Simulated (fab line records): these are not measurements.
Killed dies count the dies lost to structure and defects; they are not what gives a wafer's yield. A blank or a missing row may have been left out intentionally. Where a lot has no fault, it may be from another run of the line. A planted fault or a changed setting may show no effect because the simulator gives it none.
Which tool was responsible? :: flow n5Finfet :: Sampling: 24 lots, 72 wafers, 6 of 1938 route steps

WHAT THE GAUGES SHOWED, per wafer
N5_BEOL_M12_CD_MEAS_10 targets a cd of 140 nm.
lot: L076
measured: day 11 15:37
on: cdSem-01
cdNm (nm): 140.6 140.6 140.7

lot: L077
measured: day 11 23:05
on: cdSem-01
cdNm (nm): 144.3 144.5 146.4

lot: L075
measured: day 11 23:43
on: cdSem-01
cdNm (nm): 142.7 138.6 141.2

lot: L079
measured: day 12 16:34
on: cdSem-01
cdNm (nm): 143.0 144.5 143.0

lot: L078
measured: day 12 16:59
on: cdSem-03
cdNm (nm): 142.2 139.8 141.8

lot: L080
measured: day 12 20:20
on: cdSem-01
cdNm (nm): 141.2 142.9 141.0

lot: L081
measured: day 12 21:38
on: cdSem-02
cdNm (nm): 143.5 142.8 143.5

lot: L074
measured: day 12 22:23
on: cdSem-03
cdNm (nm): 142.1 141.5 141.2

lot: L082
measured: day 12 23:35
on: cdSem-01
cdNm (nm): 139.6 141.9 140.9

lot: L084
measured: day 13 14:53
on: cdSem-02
cdNm (nm): 145.0 141.9 141.0

lot: L083
measured: day 13 15:08
on: cdSem-03
cdNm (nm): 143.5 141.0 143.0

lot: L085
measured: day 13 17:41
on: cdSem-03
cdNm (nm): 146.1 142.7 142.8

lot: L086
measured: day 14 12:01
on: cdSem-03
cdNm (nm): 140.1 140.0 137.6

lot: L087
measured: day 15 05:35
on: cdSem-01
cdNm (nm): 143.6 144.9 141.6

lot: L088
measured: day 15 06:25
on: cdSem-02
cdNm (nm): 143.0 141.5 140.3

lot: L089
measured: day 15 12:52
on: cdSem-03
cdNm (nm): 144.4 144.4 143.2

lot: L091
measured: day 15 21:26
on: cdSem-02
cdNm (nm): 139.4 144.0 142.8

lot: L090
measured: day 15 23:43
on: cdSem-01
cdNm (nm): 140.7 140.8 144.8

lot: L092
measured: day 16 00:24
on: cdSem-02
cdNm (nm): 141.9 145.7 141.5

lot: L093
measured: day 16 18:01
on: cdSem-02
cdNm (nm): 139.1 140.9 138.5

lot: L094
measured: day 17 03:31
on: cdSem-01
cdNm (nm): 144.2 143.3 142.9

lot: L095
measured: day 17 03:35
on: cdSem-01
cdNm (nm): 140.6 137.3 141.4

lot: L096
measured: day 17 10:22
on: cdSem-01
cdNm (nm): 142.8 141.9 142.7

lot: L097
measured: day 17 10:46
on: cdSem-01
cdNm (nm): 140.3 142.1 138.3

N5_BEOL_M13_RS_MEAS_54: the measuring method here is four-point-probe.
lot: L076
measured: day 12 00:59
on: filmMetro-01
M13_RS (ohm/sq): 0.0448 0.0458 0.0451

lot: L077
measured: day 12 08:29
on: filmMetro-01
M13_RS (ohm/sq): 0.0439 0.0449 0.0450

lot: L075
measured: day 12 09:23
on: filmMetro-02
M13_RS (ohm/sq): 0.0435 0.0434 0.0447

lot: L079
measured: day 13 03:19
on: filmMetro-02
M13_RS (ohm/sq): 0.0440 0.0445 0.0446

lot: L078
measured: day 13 10:28
on: filmMetro-02
M13_RS (ohm/sq): 0.0447 0.0439 0.0443

lot: L080
measured: day 13 14:06
on: filmMetro-01
M13_RS (ohm/sq): 0.0459 0.0449 0.0453

lot: L081
measured: day 13 14:42
on: filmMetro-01
M13_RS (ohm/sq): 0.0446 0.0454 0.0447

lot: L074
measured: day 13 15:25
on: filmMetro-01
M13_RS (ohm/sq): 0.0453 0.0454 0.0458

lot: L082
measured: day 13 17:22
on: filmMetro-02
M13_RS (ohm/sq): 0.0456 0.0461 0.0458

lot: L084
measured: day 14 01:04
on: filmMetro-02
M13_RS (ohm/sq): 0.0458 0.0455 0.0455

lot: L083
measured: day 14 03:32
on: filmMetro-02
M13_RS (ohm/sq): 0.0459 0.0460 0.0465

lot: L085
measured: day 14 05:05
on: filmMetro-02
M13_RS (ohm/sq): 0.0445 0.0450 0.0458

lot: L086
measured: day 14 20:41
on: filmMetro-01
M13_RS (ohm/sq): 0.0457 0.0458 0.0456

lot: L087
measured: day 15 18:31
on: filmMetro-01
M13_RS (ohm/sq): 0.0450 0.0454 0.0447

lot: L088
measured: day 15 18:50
on: filmMetro-02
M13_RS (ohm/sq): 0.0443 0.0454 0.0442

lot: L089
measured: day 15 23:13
on: filmMetro-01
M13_RS (ohm/sq): 0.0453 0.0443 0.0445

lot: L091
measured: day 16 09:29
on: filmMetro-02
M13_RS (ohm/sq): 0.0454 0.0460 0.0434

lot: L090
measured: day 16 11:58
on: filmMetro-02
M13_RS (ohm/sq): 0.0453 0.0463 0.0445

lot: L092
measured: day 16 13:02
on: filmMetro-02
M13_RS (ohm/sq): 0.0441 0.0461 0.0467

lot: L093
measured: day 17 06:04
on: filmMetro-02
M13_RS (ohm/sq): 0.0455 0.0444 0.0445

lot: L094
measured: day 17 14:15
on: filmMetro-01
M13_RS (ohm/sq): 0.0455 0.0443 0.0445

lot: L095
measured: day 17 14:19
on: filmMetro-01
M13_RS (ohm/sq): 0.0442 0.0452 0.0450

lot: L096
measured: day 17 20:10
on: filmMetro-02
M13_RS (ohm/sq): 0.0453 0.0450 0.0444

lot: L097
measured: day 17 22:46
on: filmMetro-02
M13_RS (ohm/sq): 0.0438 0.0460 0.0463

WHICH TOOL RAN EACH LOT (tool, then ch and the chambers of the sampled wafers, then the start)
lot: L076
N5_BEOL_M12_ETCH_67: rieDiel-03 ch 1,2, day 11 16:53
N5_BEOL_M12_ETCH_38: rieDiel-05 ch 0,2, day 11 18:16
N5_BEOL_M12_SPUTTER_44: pvdSputter-02, day 11 18:53
N5_BEOL_M12_DEP_53: pecvd-03 ch 1,2, day 11 19:55

lot: L077
N5_BEOL_M12_ETCH_67: rieDiel-03 ch 0,3, day 12 00:07
N5_BEOL_M12_ETCH_38: rieDiel-05 ch 0,2, day 12 02:02
N5_BEOL_M12_SPUTTER_44: pvdSputter-03, day 12 02:46
N5_BEOL_M12_DEP_53: pecvd-01 ch 0,1,2, day 12 03:46

lot: L075
N5_BEOL_M12_ETCH_67: rieDiel-03 ch 0,1,2, day 12 00:44
N5_BEOL_M12_ETCH_38: rieDiel-01 ch 2,3, day 12 02:20
N5_BEOL_M12_SPUTTER_44: pvdSputter-01, day 12 03:10
N5_BEOL_M12_DEP_53: pecvd-01 ch 0,1,2, day 12 04:10

lot: L079
N5_BEOL_M12_ETCH_67: rieDiel-03 ch 0,2,3, day 12 17:56
N5_BEOL_M12_ETCH_38: rieDiel-01 ch 1,2, day 12 18:53
N5_BEOL_M12_SPUTTER_44: pvdSputter-01, day 12 21:14
N5_BEOL_M12_DEP_53: pecvd-03 ch 0,1,2, day 12 22:41

lot: L078
N5_BEOL_M12_ETCH_67: rieDiel-01 ch 0,3, day 12 18:18
N5_BEOL_M12_ETCH_38: rieDiel-01 ch 0,1,3, day 12 21:40
N5_BEOL_M12_SPUTTER_44: pvdSputter-01, day 12 22:16
N5_BEOL_M12_DEP_53: pecvd-02 ch 1,2, day 12 23:20

lot: L080
N5_BEOL_M12_ETCH_67: rieDiel-01 ch 0,3, day 12 21:47
N5_BEOL_M12_ETCH_38: rieDiel-01 ch 1,3, day 13 01:00
N5_BEOL_M12_SPUTTER_44: pvdSputter-02, day 13 01:36
N5_BEOL_M12_DEP_53: pecvd-03 ch 1,2, day 13 02:35

lot: L081
N5_BEOL_M12_ETCH_67: rieDiel-01 ch 0,1, day 12 23:03
N5_BEOL_M12_ETCH_38: rieDiel-03 ch 0,2,3, day 13 01:03
N5_BEOL_M12_SPUTTER_44: pvdSputter-01, day 13 01:38
N5_BEOL_M12_DEP_53: pecvd-02 ch 2, day 13 02:55

lot: L074
N5_BEOL_M12_ETCH_67: rieDiel-03 ch 2,3, day 12 23:46
N5_BEOL_M12_ETCH_38: rieDiel-03 ch 0,1,2, day 13 08:06
N5_BEOL_M12_SPUTTER_44: pvdSputter-03, day 13 08:54
N5_BEOL_M12_DEP_53: pecvd-03 ch 0,2, day 13 10:41

lot: L082
N5_BEOL_M12_ETCH_67: rieDiel-03 ch 0,1,2, day 13 01:11
N5_BEOL_M12_ETCH_38: rieDiel-03 ch 1,2,3, day 13 08:20
N5_BEOL_M12_SPUTTER_44: pvdSputter-01, day 13 10:52
N5_BEOL_M12_DEP_53: pecvd-01 ch 0,1,2, day 13 11:52

lot: L084
N5_BEOL_M12_ETCH_67: rieDiel-03 ch 0,2, day 13 16:03
N5_BEOL_M12_ETCH_38: rieDiel-05 ch 0,1, day 13 18:24
N5_BEOL_M12_SPUTTER_44: pvdSputter-01, day 13 19:04
N5_BEOL_M12_DEP_53: pecvd-03 ch 0,1, day 13 20:31

lot: L083
N5_BEOL_M12_ETCH_67: rieDiel-05 ch 1,2,3, day 13 16:49
N5_BEOL_M12_ETCH_38: rieDiel-03 ch 0,1,3, day 13 18:44
N5_BEOL_M12_SPUTTER_44: pvdSputter-01, day 13 19:23
N5_BEOL_M12_DEP_53: pecvd-01 ch 0,1, day 13 20:41

lot: L085
N5_BEOL_M12_ETCH_67: rieDiel-05 ch 1,2, day 13 18:56
N5_BEOL_M12_ETCH_38: rieDiel-01 ch 0,1,2, day 13 19:32
N5_BEOL_M12_SPUTTER_44: pvdSputter-02, day 13 19:59
N5_BEOL_M12_DEP_53: pecvd-02 ch 0,1,2, day 13 21:43

lot: L086
N5_BEOL_M12_ETCH_67: rieDiel-05 ch 2,3, day 14 13:08
N5_BEOL_M12_ETCH_38: rieDiel-03 ch 2,3, day 14 14:02
N5_BEOL_M12_SPUTTER_44: pvdSputter-03, day 14 14:43
N5_BEOL_M12_DEP_53: pecvd-01 ch 0,2, day 14 15:44

lot: L087
N5_BEOL_M12_ETCH_67: rieDiel-01 ch 0,2, day 15 06:37
N5_BEOL_M12_ETCH_38: rieDiel-03 ch 0,2, day 15 09:56
N5_BEOL_M12_SPUTTER_44: pvdSputter-01, day 15 10:19
N5_BEOL_M12_DEP_53: pecvd-03 ch 1,2, day 15 11:22

lot: L088
N5_BEOL_M12_ETCH_67: rieDiel-03 ch 0,2,3, day 15 07:34
N5_BEOL_M12_ETCH_38: rieDiel-03 ch 0,2,3, day 15 10:02
N5_BEOL_M12_SPUTTER_44: pvdSputter-03, day 15 10:27
N5_BEOL_M12_DEP_53: pecvd-01 ch 0,2, day 15 11:35

lot: L089
N5_BEOL_M12_ETCH_67: rieDiel-01 ch 1,2,3, day 15 13:57
N5_BEOL_M12_ETCH_38: rieDiel-01 ch 0,2,3, day 15 16:38
N5_BEOL_M12_SPUTTER_44: pvdSputter-01, day 15 17:00
N5_BEOL_M12_DEP_53: pecvd-03 ch 0,1, day 15 17:59

lot: L091
N5_BEOL_M12_ETCH_67: rieDiel-03 ch 0,2,3, day 15 22:52
N5_BEOL_M12_ETCH_38: rieDiel-05 ch 2,3, day 16 02:34
N5_BEOL_M12_SPUTTER_44: pvdSputter-03, day 16 03:07
N5_BEOL_M12_DEP_53: pecvd-01 ch 0,1,2, day 16 04:07

lot: L090
N5_BEOL_M12_ETCH_67: rieDiel-03 ch 1,2, day 16 00:52
N5_BEOL_M12_ETCH_38: rieDiel-01 ch 0,2, day 16 02:44
N5_BEOL_M12_SPUTTER_44: pvdSputter-01, day 16 03:28
N5_BEOL_M12_DEP_53: pecvd-01 ch 1,2, day 16 04:27

lot: L092
N5_BEOL_M12_ETCH_67: rieDiel-03 ch 1,2,3, day 16 01:26
N5_BEOL_M12_ETCH_38: rieDiel-03 ch 0,2, day 16 05:50
N5_BEOL_M12_SPUTTER_44: pvdSputter-03, day 16 06:42
N5_BEOL_M12_DEP_53: pecvd-03 ch 0,1,2, day 16 07:54

lot: L093
N5_BEOL_M12_ETCH_67: rieDiel-05 ch 0,2,3, day 16 19:02
N5_BEOL_M12_ETCH_38: rieDiel-01 ch 0,1, day 16 19:39
N5_BEOL_M12_SPUTTER_44: pvdSputter-01, day 16 20:20
N5_BEOL_M12_DEP_53: pecvd-02 ch 1,2, day 16 21:20

lot: L094
N5_BEOL_M12_ETCH_67: rieDiel-03 ch 0,2, day 17 04:59
N5_BEOL_M12_ETCH_38: rieDiel-05 ch 0,1,2, day 17 07:19
N5_BEOL_M12_SPUTTER_44: pvdSputter-03, day 17 08:16
N5_BEOL_M12_DEP_53: pecvd-03 ch 1,2, day 17 09:16

lot: L095
N5_BEOL_M12_ETCH_67: rieDiel-05 ch 0,1,2, day 17 05:11
N5_BEOL_M12_ETCH_38: rieDiel-05 ch 0,2, day 17 07:44
N5_BEOL_M12_SPUTTER_44: pvdSputter-01, day 17 08:24
N5_BEOL_M12_DEP_53: pecvd-01 ch 0,1,2, day 17 09:32

lot: L096
N5_BEOL_M12_ETCH_67: rieDiel-03 ch 0,1,2, day 17 11:25
N5_BEOL_M12_ETCH_38: rieDiel-03 ch 1,2,3, day 17 12:22
N5_BEOL_M12_SPUTTER_44: pvdSputter-02, day 17 12:55
N5_BEOL_M12_DEP_53: pecvd-02 ch 0,1,2, day 17 13:57

lot: L097
N5_BEOL_M12_ETCH_67: rieDiel-03 ch 0,1,2, day 17 11:55
N5_BEOL_M12_ETCH_38: rieDiel-03 ch 1,2,3, day 17 12:43
N5_BEOL_M12_SPUTTER_44: pvdSputter-03, day 17 13:22
N5_BEOL_M12_DEP_53: pecvd-01 ch 0,2, day 17 14:22
- N5_BEOL_M12_ETCH_67: etches SiARC in CF4, target depth 143 nm, time 238.3 s.
- N5_BEOL_M12_ETCH_38: etches SiCN in CF4/N2, target depth 68.7 nm, time 73.4 s.
- N5_BEOL_M12_SPUTTER_44: material Ta, target thk 10 nm, time 16.13 s.
- N5_BEOL_M12_DEP_53: deposits SiCN from 3MS/NH3, target thk 30 nm, time 10.5 s.

WHAT THE TOOLS THEMSELVES READ (means of the sampled wafers that have a number; where no wafer has one, the mark that the record gives instead)
N5_BEOL_M12_ETCH_67.
lot: L076
tool: rieDiel-03
drypumpMotorCurrentA (A): 5.2
etchRfOnTimeS (s): 244
oesProductAu (a.u.): 0.65
rfVppV (V): 184.6
showerheadPlenumPTorr (Torr): 2.14
throttleValvePct (%): 15.76

lot: L077
tool: rieDiel-03
drypumpMotorCurrentA (A): 6.1
etchRfOnTimeS (s): 230
oesProductAu (a.u.): 0.77
rfVppV (V): 185.9
showerheadPlenumPTorr (Torr): 2.27
throttleValvePct (%): 15.61

lot: L075
tool: rieDiel-03
drypumpMotorCurrentA (A): 5.4
etchRfOnTimeS (s): 237
oesProductAu (a.u.): 0.64
rfVppV (V): 184.9
showerheadPlenumPTorr (Torr): 2.17
throttleValvePct (%): 15.77

lot: L079
tool: rieDiel-03
drypumpMotorCurrentA (A): 5.8
etchRfOnTimeS (s): 238
oesProductAu (a.u.): 0.68
rfVppV (V): 184.2
showerheadPlenumPTorr (Torr): 2.22
throttleValvePct (%): 15.76

lot: L078
tool: rieDiel-01
drypumpMotorCurrentA (A): 6.0
etchRfOnTimeS (s): 244
oesProductAu (a.u.): 0.63
rfVppV (V): 185.0
showerheadPlenumPTorr (Torr): 2.17
throttleValvePct (%): 15.56

lot: L080
tool: rieDiel-01
drypumpMotorCurrentA (A): 6.0
etchRfOnTimeS (s): 245
oesProductAu (a.u.): 0.63
rfVppV (V): 184.5
showerheadPlenumPTorr (Torr): 2.16
throttleValvePct (%): 15.57

lot: L081
tool: rieDiel-01
drypumpMotorCurrentA (A): 5.7
etchRfOnTimeS (s): 240
oesProductAu (a.u.): 0.68
rfVppV (V): 184.8
showerheadPlenumPTorr (Torr): 2.15
throttleValvePct (%): 15.50

lot: L074
tool: rieDiel-03
drypumpMotorCurrentA (A): 6.0
etchRfOnTimeS (s): 235
oesProductAu (a.u.): 0.74
rfVppV (V): 186.2
showerheadPlenumPTorr (Torr): 2.24
throttleValvePct (%): 15.73

lot: L082
tool: rieDiel-03
drypumpMotorCurrentA (A): 5.4
etchRfOnTimeS (s): 241
oesProductAu (a.u.): 0.63
rfVppV (V): 184.9
showerheadPlenumPTorr (Torr): 2.17
throttleValvePct (%): 15.79

lot: L084
tool: rieDiel-03
drypumpMotorCurrentA (A): 5.6
etchRfOnTimeS (s): 236
oesProductAu (a.u.): 0.62
rfVppV (V): 185.6
showerheadPlenumPTorr (Torr): 2.19
throttleValvePct (%): 15.81

lot: L083
tool: rieDiel-05
drypumpMotorCurrentA (A): 5.3
etchRfOnTimeS (s): 235
oesProductAu (a.u.): 0.69
rfVppV (V): 184.2
showerheadPlenumPTorr (Torr): 2.19
throttleValvePct (%): 15.67

lot: L085
tool: rieDiel-05
drypumpMotorCurrentA (A): 5.6
etchRfOnTimeS (s): 229
oesProductAu (a.u.): 0.70
rfVppV (V): 184.6
showerheadPlenumPTorr (Torr): 2.19
throttleValvePct (%): 15.64

lot: L086
tool: rieDiel-05
drypumpMotorCurrentA (A): 5.3
etchRfOnTimeS (s): 237
oesProductAu (a.u.): 0.68
rfVppV (V): 186.0
showerheadPlenumPTorr (Torr): 2.24
throttleValvePct (%): 15.71

lot: L087
tool: rieDiel-01
drypumpMotorCurrentA (A): 5.9
etchRfOnTimeS (s): 241
oesProductAu (a.u.): 0.63
rfVppV (V): 184.6
showerheadPlenumPTorr (Torr): 2.16
throttleValvePct (%): 15.67

lot: L088
tool: rieDiel-03
drypumpMotorCurrentA (A): 5.8
etchRfOnTimeS (s): 236
oesProductAu (a.u.): 0.67
rfVppV (V): 184.6
showerheadPlenumPTorr (Torr): 2.21
throttleValvePct (%): 15.81

lot: L089
tool: rieDiel-01
drypumpMotorCurrentA (A): 5.2
etchRfOnTimeS (s): 239
oesProductAu (a.u.): 0.61
rfVppV (V): 185.6
showerheadPlenumPTorr (Torr): 2.18
throttleValvePct (%): 15.78

lot: L091
tool: rieDiel-03
drypumpMotorCurrentA (A): 5.8
etchRfOnTimeS (s): 236
oesProductAu (a.u.): 0.66
rfVppV (V): 184.2
showerheadPlenumPTorr (Torr): 2.21
throttleValvePct (%): 15.83

lot: L090
tool: rieDiel-03
drypumpMotorCurrentA (A): 5.3
etchRfOnTimeS (s): 241
oesProductAu (a.u.): 0.62
rfVppV (V): 183.6
showerheadPlenumPTorr (Torr): 2.14
throttleValvePct (%): 15.95

lot: L092
tool: rieDiel-03
drypumpMotorCurrentA (A): 5.6
etchRfOnTimeS (s): 238
oesProductAu (a.u.): 0.67
rfVppV (V): 184.9
showerheadPlenumPTorr (Torr): 2.18
throttleValvePct (%): 15.80

lot: L093
tool: rieDiel-05
drypumpMotorCurrentA (A): 5.5
etchRfOnTimeS (s): 241
oesProductAu (a.u.): 0.65
rfVppV (V): 184.1
showerheadPlenumPTorr (Torr): 2.18
throttleValvePct (%): 15.80

lot: L094
tool: rieDiel-03
drypumpMotorCurrentA (A): 5.5
etchRfOnTimeS (s): 238
oesProductAu (a.u.): 0.60
rfVppV (V): 184.5
showerheadPlenumPTorr (Torr): 2.18
throttleValvePct (%): 15.85

lot: L095
tool: rieDiel-05
drypumpMotorCurrentA (A): 5.8
etchRfOnTimeS (s): 235
oesProductAu (a.u.): 0.66
rfVppV (V): 184.4
showerheadPlenumPTorr (Torr): 2.12
throttleValvePct (%): 15.74

lot: L096
tool: rieDiel-03
drypumpMotorCurrentA (A): 5.4
etchRfOnTimeS (s): 241
oesProductAu (a.u.): 0.60
rfVppV (V): 184.9
showerheadPlenumPTorr (Torr): 2.15
throttleValvePct (%): 15.85

lot: L097
tool: rieDiel-03
drypumpMotorCurrentA (A): 5.4
etchRfOnTimeS (s): 241
oesProductAu (a.u.): 0.60
rfVppV (V): 183.8
showerheadPlenumPTorr (Torr): 2.15
throttleValvePct (%): 15.85

N5_BEOL_M12_ETCH_38.
lot: L076
tool: rieDiel-05
drypumpMotorCurrentA (A): 5.8
oesProductAu (a.u.): 0.83
rfVppV (V): 384.0
showerheadPlenumPTorr (Torr): 2.26
throttleValvePct (%): 15.52

lot: L077
tool: rieDiel-05
drypumpMotorCurrentA (A): 5.8
oesProductAu (a.u.): 0.83
rfVppV (V): 383.2
showerheadPlenumPTorr (Torr): 2.26
throttleValvePct (%): 15.53

lot: L075
tool: rieDiel-01
drypumpMotorCurrentA (A): 5.0
oesProductAu (a.u.): 0.71
rfVppV (V): 384.0
showerheadPlenumPTorr (Torr): 2.27
throttleValvePct (%): 15.69

lot: L079
tool: rieDiel-01
drypumpMotorCurrentA (A): 5.1
oesProductAu (a.u.): 0.78
rfVppV (V): 384.1
showerheadPlenumPTorr (Torr): 2.24
throttleValvePct (%): 15.51

lot: L078
tool: rieDiel-01
drypumpMotorCurrentA (A): 5.6
oesProductAu (a.u.): 0.76
rfVppV (V): 382.6
showerheadPlenumPTorr (Torr): 2.24
throttleValvePct (%): 15.43

lot: L080
tool: rieDiel-01
drypumpMotorCurrentA (A): 5.2
oesProductAu (a.u.): 0.77
rfVppV (V): 383.4
showerheadPlenumPTorr (Torr): 2.24
throttleValvePct (%): 15.45

lot: L081
tool: rieDiel-03
drypumpMotorCurrentA (A): 5.7
oesProductAu (a.u.): 0.80
rfVppV (V): 383.5
showerheadPlenumPTorr (Torr): 2.28
throttleValvePct (%): 15.60

lot: L074
tool: rieDiel-03
drypumpMotorCurrentA (A): 5.4
oesProductAu (a.u.): 0.73
rfVppV (V): 382.7
showerheadPlenumPTorr (Torr): 2.23
throttleValvePct (%): 15.63

lot: L082
tool: rieDiel-03
drypumpMotorCurrentA (A): 5.6
oesProductAu (a.u.): 0.80
rfVppV (V): 382.0
showerheadPlenumPTorr (Torr): 2.26
throttleValvePct (%): 15.59

lot: L084
tool: rieDiel-05
drypumpMotorCurrentA (A): 5.8
oesProductAu (a.u.): 0.80
rfVppV (V): 380.1
showerheadPlenumPTorr (Torr): 2.13
throttleValvePct (%): 15.49

lot: L083
tool: rieDiel-03
drypumpMotorCurrentA (A): 5.7
oesProductAu (a.u.): 0.80
rfVppV (V): 384.4
showerheadPlenumPTorr (Torr): 2.28
throttleValvePct (%): 15.49

lot: L085
tool: rieDiel-01
drypumpMotorCurrentA (A): 5.5
oesProductAu (a.u.): 0.76
rfVppV (V): 383.7
showerheadPlenumPTorr (Torr): 2.23
throttleValvePct (%): 15.51

lot: L086
tool: rieDiel-03
drypumpMotorCurrentA (A): 6.0
oesProductAu (a.u.): 0.86
rfVppV (V): 383.7
showerheadPlenumPTorr (Torr): 2.31
throttleValvePct (%): 15.58

lot: L087
tool: rieDiel-03
drypumpMotorCurrentA (A): 5.4
oesProductAu (a.u.): 0.71
rfVppV (V): 383.2
showerheadPlenumPTorr (Torr): 2.22
throttleValvePct (%): 15.78

lot: L088
tool: rieDiel-03
drypumpMotorCurrentA (A): 5.8
oesProductAu (a.u.): 0.78
rfVppV (V): 383.0
showerheadPlenumPTorr (Torr): 2.27
throttleValvePct (%): 15.64

lot: L089
tool: rieDiel-01
drypumpMotorCurrentA (A): 5.5
oesProductAu (a.u.): 0.70
rfVppV (V): 384.3
showerheadPlenumPTorr (Torr): 2.25
throttleValvePct (%): 15.62

lot: L091
tool: rieDiel-05
drypumpMotorCurrentA (A): 5.0
oesProductAu (a.u.): 0.78
rfVppV (V): 384.7
showerheadPlenumPTorr (Torr): 2.31
throttleValvePct (%): 15.60

lot: L090
tool: rieDiel-01
drypumpMotorCurrentA (A): 5.4
oesProductAu (a.u.): 0.71
rfVppV (V): 383.6
showerheadPlenumPTorr (Torr): 2.24
throttleValvePct (%): 15.68

lot: L092
tool: rieDiel-03
drypumpMotorCurrentA (A): 5.6
oesProductAu (a.u.): 0.71
rfVppV (V): 382.7
showerheadPlenumPTorr (Torr): 2.25
throttleValvePct (%): 15.69

lot: L093
tool: rieDiel-01
drypumpMotorCurrentA (A): 5.6
oesProductAu (a.u.): 0.77
rfVppV (V): 383.0
showerheadPlenumPTorr (Torr): 2.21
throttleValvePct (%): 15.43

lot: L094
tool: rieDiel-05
drypumpMotorCurrentA (A): 5.8
oesProductAu (a.u.): 0.78
rfVppV (V): 381.9
showerheadPlenumPTorr (Torr): 2.18
throttleValvePct (%): 15.58

lot: L095
tool: rieDiel-05
drypumpMotorCurrentA (A): 6.0
oesProductAu (a.u.): 0.76
rfVppV (V): 381.9
showerheadPlenumPTorr (Torr): 2.18
throttleValvePct (%): 15.66

lot: L096
tool: rieDiel-03
drypumpMotorCurrentA (A): 5.6
oesProductAu (a.u.): 0.77
rfVppV (V): 383.1
showerheadPlenumPTorr (Torr): 2.25
throttleValvePct (%): 15.66

lot: L097
tool: rieDiel-03
drypumpMotorCurrentA (A): 5.6
oesProductAu (a.u.): 0.76
rfVppV (V): 382.0
showerheadPlenumPTorr (Torr): 2.25
throttleValvePct (%): 15.67

N5_BEOL_M12_SPUTTER_44.
lot: L076
tool: pvdSputter-02
biasV (V): 79.7
throttleValvePct (%): 29.3

lot: L077
tool: pvdSputter-03
biasV (V): 79.7
throttleValvePct (%): 29.6

lot: L075
tool: pvdSputter-01
biasV (V): 79.9
throttleValvePct (%): 30.2

lot: L079
tool: pvdSputter-01
biasV (V): 80.2
throttleValvePct (%): 30.9

lot: L078
tool: pvdSputter-01
biasV (V): 80.3
throttleValvePct (%): 30.1

lot: L080
tool: pvdSputter-02
biasV (V): 79.9
throttleValvePct (%): 29.2

lot: L081
tool: pvdSputter-01
biasV (V): 80.0
throttleValvePct (%): 31.2

lot: L074
tool: pvdSputter-03
biasV (V): 79.7
throttleValvePct (%): 29.6

lot: L082
tool: pvdSputter-01
biasV (V): 79.6
throttleValvePct (%): 31.1

lot: L084
tool: pvdSputter-01
biasV (V): 79.8
throttleValvePct (%): 30.7

lot: L083
tool: pvdSputter-01
biasV (V): 79.9
throttleValvePct (%): 31.1

lot: L085
tool: pvdSputter-02
biasV (V): 80.3
throttleValvePct (%): 29.3

lot: L086
tool: pvdSputter-03
biasV (V): 79.7
throttleValvePct (%): 29.7

lot: L087
tool: pvdSputter-01
biasV (V): 79.8
throttleValvePct (%): 30.4

lot: L088
tool: pvdSputter-03
biasV (V): 79.6
throttleValvePct (%): 29.6

lot: L089
tool: pvdSputter-01
biasV (V): 79.8
throttleValvePct (%): 30.7

lot: L091
tool: pvdSputter-03
biasV (V): 80.5
throttleValvePct (%): 29.8

lot: L090
tool: pvdSputter-01
biasV (V): 79.4
throttleValvePct (%): 31.0

lot: L092
tool: pvdSputter-03
biasV (V): 79.7
throttleValvePct (%): 29.5

lot: L093
tool: pvdSputter-01
biasV (V): 80.3
throttleValvePct (%): 30.3

lot: L094
tool: pvdSputter-03
biasV (V): 80.4
throttleValvePct (%): 30.2

lot: L095
tool: pvdSputter-01
biasV (V): 80.4
throttleValvePct (%): 30.2

lot: L096
tool: pvdSputter-02
biasV (V): 80.2
throttleValvePct (%): 29.0

lot: L097
tool: pvdSputter-03
biasV (V): 79.7
throttleValvePct (%): 29.6

N5_BEOL_M12_DEP_53.
lot: L076
tool: pecvd-03
showerheadPlenumPTorr (Torr): 4.173
throttleValvePct (%): 17.3

lot: L077
tool: pecvd-01
showerheadPlenumPTorr (Torr): 4.153
throttleValvePct (%): 18.4

lot: L075
tool: pecvd-01
showerheadPlenumPTorr (Torr): 4.158
throttleValvePct (%): 18.3

lot: L079
tool: pecvd-03
showerheadPlenumPTorr (Torr): 4.162
throttleValvePct (%): 17.3

lot: L078
tool: pecvd-02
showerheadPlenumPTorr (Torr): 4.162
throttleValvePct (%): 17.5

lot: L080
tool: pecvd-03
showerheadPlenumPTorr (Torr): 4.167
throttleValvePct (%): 17.2

lot: L081
tool: pecvd-02
showerheadPlenumPTorr (Torr): 4.165
throttleValvePct (%): 17.2

lot: L074
tool: pecvd-03
showerheadPlenumPTorr (Torr): 4.164
throttleValvePct (%): 16.9

lot: L082
tool: pecvd-01
showerheadPlenumPTorr (Torr): 4.153
throttleValvePct (%): 18.4

lot: L084
tool: pecvd-03
showerheadPlenumPTorr (Torr): 4.158
throttleValvePct (%): 17.4

lot: L083
tool: pecvd-01
showerheadPlenumPTorr (Torr): 4.170
throttleValvePct (%): 18.6

lot: L085
tool: pecvd-02
showerheadPlenumPTorr (Torr): 4.167
throttleValvePct (%): 17.6

lot: L086
tool: pecvd-01
showerheadPlenumPTorr (Torr): 4.173
throttleValvePct (%): 18.3

lot: L087
tool: pecvd-03
showerheadPlenumPTorr (Torr): 4.169
throttleValvePct (%): 17.4

lot: L088
tool: pecvd-01
showerheadPlenumPTorr (Torr): 4.165
throttleValvePct (%): 18.3

lot: L089
tool: pecvd-03
showerheadPlenumPTorr (Torr): 4.156
throttleValvePct (%): 17.3

lot: L091
tool: pecvd-01
showerheadPlenumPTorr (Torr): 4.154
throttleValvePct (%): 18.3

lot: L090
tool: pecvd-01
showerheadPlenumPTorr (Torr): 4.143
throttleValvePct (%): 18.3

lot: L092
tool: pecvd-03
showerheadPlenumPTorr (Torr): 4.166
throttleValvePct (%): 17.5

lot: L093
tool: pecvd-02
showerheadPlenumPTorr (Torr): 4.161
throttleValvePct (%): 17.8

lot: L094
tool: pecvd-03
showerheadPlenumPTorr (Torr): 4.164
throttleValvePct (%): 17.6

lot: L095
tool: pecvd-01
showerheadPlenumPTorr (Torr): 4.157
throttleValvePct (%): 18.3

lot: L096
tool: pecvd-02
showerheadPlenumPTorr (Torr): 4.164
throttleValvePct (%): 17.6

lot: L097
tool: pecvd-01
showerheadPlenumPTorr (Torr): 4.178
throttleValvePct (%): 18.4

THE ANSWER, worked out from the rows above alone
Rule: what is usual is taken from the lots themselves. Put in order of their means at a reading, lots are off if they are a third of the lots or fewer, leave a main group of 4 or more, and stand apart from it by a gap of 3 or more times the standard deviation of the main group's means; of several such gaps the widest counts. The tables above print the reading to a certain number of digits; a main group whose means all agree to those digits is not used. A lot without any number at a reading at which 4 lots or more have one is off too. The other lots that the step has rows for count as sound. After the gauges, taken in route order, come the tools' own readings; for these a lot's mean is taken, as printed above. The first step at which some lot is off is used, and at that step the reading that is off furthest; a lot without a number counts as furthest.
Nothing can be told from this: no lot is off at any reading shown.

WHAT HAD BEEN PUT IN BY THE SIMULATOR
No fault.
